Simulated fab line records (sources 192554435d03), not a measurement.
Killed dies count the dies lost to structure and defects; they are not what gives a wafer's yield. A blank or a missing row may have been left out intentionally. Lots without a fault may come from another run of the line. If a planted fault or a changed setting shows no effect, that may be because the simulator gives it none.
Chamber matching -- flow n5-finfet -- N5_BEOL_M6_ETCH_62 on rie-diel-04: 4 sister chambers
The step etches SOC in N2/H2, target depth 110 nm, overetch 22 nm, time 165 s. 8 wafers are shown with their chamber, then 7 later ones without.

== WAFERS, EACH WITH ITS CHAMBER ==
wafer,chamber,drypump-motor-current-A (A),showerhead-plenum-p-Torr (Torr)
L077.3,3,6.1,2.46
L082.5,0,5.4,2.38
L090.1,3,6.1,2.45
L090.2,0,5.3,2.38
L090.5,1,6.0,2.39
L090.6,2,5.8,2.49
L093.2,1,6.0,2.38
L093.3,2,5.8,2.49

== WAFERS WHOSE CHAMBER IS MISSING ==
wafer,drypump-motor-current-A (A),showerhead-plenum-p-Torr (Torr)
L093.4,6.2,2.45
L096.2,5.8,2.48
L096.3,6.0,2.38
L096.5,6.0,2.38
L097.2,5.4,2.37
L097.3,6.0,2.38
L097.5,6.1,2.44

== WHICH CHAMBER EACH WENT THROUGH ==
wafer,from the rows above,in truth
L093.4,3,3
L096.2,2,2
L096.3,1,1
L096.5,1,1
L097.2,0,0
L097.3,1,1
L097.5,3,3
Correct placement for 7 of the 7. Can't be placed from these rows: 0. 0 placed wrongly.
How it was worked out, from the rows above alone: a wafer's distance from a chamber is the root of the sum, over the readings, of the square of ((its reading less the chamber's mean) divided by the reading's scatter). If the next closest chamber is less than 2 further off than the closest, the wafer can't be placed; otherwise it belongs to the closest. The mean given for a chamber averages the wafers shown for that chamber. The scatter is the square root of a quotient: the sum, over the shown wafers, of each reading's squared deviation from its chamber's mean, divided by wafers minus chambers.
